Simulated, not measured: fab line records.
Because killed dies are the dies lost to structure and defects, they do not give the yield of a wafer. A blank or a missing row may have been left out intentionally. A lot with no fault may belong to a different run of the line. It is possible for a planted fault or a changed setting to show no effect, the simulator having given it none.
Matching of chambers :: flow nandHarc :: NHARC_A_M0_PRE_CLEAN_31 on pecvd-04 has 3 sister chambers
The step time 12 s. 14 wafers are shown with their chamber, then 7 later ones without.

## WAFERS WITH THEIR CHAMBER
wafer: L081.2
chamber: 0
heaterPowerW (W): 510

wafer: L081.4
chamber: 2
heaterPowerW (W): 765

wafer: L081.6
chamber: 1
heaterPowerW (W): 616

wafer: L085.2
chamber: 2
heaterPowerW (W): 683

wafer: L085.3
chamber: 1
heaterPowerW (W): 636

wafer: L085.5
chamber: 0
heaterPowerW (W): 547

wafer: L088.1
chamber: 0
heaterPowerW (W): 547

wafer: L088.3
chamber: 1
heaterPowerW (W): 622

wafer: L088.6
chamber: 1
heaterPowerW (W): 619

wafer: L089.2
chamber: 0
heaterPowerW (W): 521

wafer: L089.5
chamber: 2
heaterPowerW (W): 763

wafer: L089.6
chamber: 0
heaterPowerW (W): 509

wafer: L092.2
chamber: 1
heaterPowerW (W): 585

wafer: L092.4
chamber: 0
heaterPowerW (W): 535

SIGNATURES, as means of the wafers listed above
reading: heaterPowerW
chamber 0: 528.17
chamber 1: 615.60
chamber 2: 737.00
scatter within a chamber: 25.7
Rule: for a wafer and a chamber, the distance is found by dividing, reading by reading, the gap between the wafer's reading and the chamber's mean by the reading's scatter, squaring, summing and taking the root. If the next closest chamber is less than 2 further off than the closest, the wafer can't be placed; otherwise it belongs to the closest. The scatter is the square root of a quotient: the sum, over the shown wafers, of each reading's squared deviation from its chamber's mean, divided by wafers minus chambers.

## WAFERS MISSING THEIR CHAMBER
wafer: L092.6
heaterPowerW (W): 592

wafer: L095.1
heaterPowerW (W): 525

wafer: L095.3
heaterPowerW (W): 752

wafer: L095.6
heaterPowerW (W): 627

wafer: L093.1
heaterPowerW (W): 566

wafer: L093.2
heaterPowerW (W): 569

wafer: L093.6
heaterPowerW (W): 570

## THE CHAMBER EACH PASSED THROUGH
wafer: L092.6
from the rows above: can't be placed: 1 or 0
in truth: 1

wafer: L095.1
from the rows above: 0
in truth: 0

wafer: L095.3
from the rows above: 2
in truth: 2

wafer: L095.6
from the rows above: 1
in truth: 1

wafer: L093.1
from the rows above: can't be placed: 0 or 1
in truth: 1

wafer: L093.2
from the rows above: can't be placed: 0 or 1
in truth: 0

wafer: L093.6
from the rows above: can't be placed: 0 or 1
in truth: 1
Correctly placed: 3 of 7. Cannot be placed on the basis of these rows: 4; the candidates contain the true chamber in 4. Number placed wrongly: 0.
